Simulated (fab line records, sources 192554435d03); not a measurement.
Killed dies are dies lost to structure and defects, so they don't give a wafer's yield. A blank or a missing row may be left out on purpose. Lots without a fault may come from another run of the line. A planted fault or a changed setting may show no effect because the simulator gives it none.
Chamber matching | flow n5_finfet | N5_BEOL_M1_VIA_ETCH_34 on rie_diel-06: 4 sister chambers
The step etches the open film in C4F6/O2, target depth 67.8 nm, time 64.4 s. 14 wafers are shown with their chamber, then 7 later ones without.

WAFERS WITH THEIR CHAMBER
wafer  | chamber | showerhead_plenum_p_Torr (Torr) | drypump_motor_current_A (A) | rf_vpp_V (V)
L077.1 | 3       | 2.93                            | 5.6                         | 663
L077.4 | 2       | 2.98                            | 5.7                         | 665
L077.5 | 3       | 2.93                            | 5.6                         | 663
L080.2 | 1       | 2.79                            | 6.6                         | 675
L080.5 | 2       | 2.98                            | 5.6                         | 665
L080.6 | 3       | 2.93                            | 5.6                         | 662
L081.1 | 0       | 2.77                            | 5.2                         | 686
L081.3 | 3       | 2.93                            | 5.6                         | 662
L081.6 | 2       | 2.97                            | 5.6                         | 665
L083.1 | 1       | 2.78                            | 6.5                         | 677
L083.4 | 3       | 2.93                            | 5.6                         | 663
L083.5 | 1       | 2.78                            | 6.5                         | 675
L084.1 | 1       | 2.78                            | 6.5                         | 675
L084.5 | 0       | 2.77                            | 5.2                         | 687

SIGNATURES (means of the wafers above)
reading                  | chamber 0 | chamber 1 | chamber 2 | chamber 3 | scatter within a chamber
showerhead_plenum_p_Torr | 2.7700    | 2.7825    | 2.9767    | 2.9300    | 0.00376
drypump_motor_current_A  | 5.200     | 6.525     | 5.633     | 5.600     | 0.0376
rf_vpp_V                 | 686.50    | 675.50    | 665.00    | 662.60    | 0.686
Rule: a wafer's distance from a chamber is the root of the sum, over the readings, of the square of ((its reading less the chamber's mean) divided by the reading's scatter). The wafer belongs to the nearest chamber; if the next one is less than 2 further off, it can't be placed. The scatter: the root of (the sum of the squares of (reading less its chamber's mean) over the shown wafers, divided by (wafers less chambers)).

WAFERS WITHOUT THEIR CHAMBER
wafer  | showerhead_plenum_p_Torr (Torr) | drypump_motor_current_A (A) | rf_vpp_V (V)
L084.6 | 2.78                            | 6.6                         | 674
L085.1 | 2.78                            | 6.5                         | 674
L085.4 | 2.93                            | 5.6                         | 664
L085.5 | 2.93                            | 5.6                         | 663
L093.2 | 2.78                            | 6.5                         | 675
L093.3 | 2.92                            | 5.6                         | 663
L093.5 | 2.77                            | 5.2                         | 685

WHICH CHAMBER EACH WENT THROUGH
wafer  | from the rows above | in truth
L084.6 | 1                   | 1
L085.1 | 1                   | 1
L085.4 | 3                   | 3
L085.5 | 3                   | 3
L093.2 | 1                   | 1
L093.3 | 3                   | 3
L093.5 | 0                   | 0
Placed correctly: 7 of 7. Can't be placed from these rows: 0. Placed wrongly: 0.
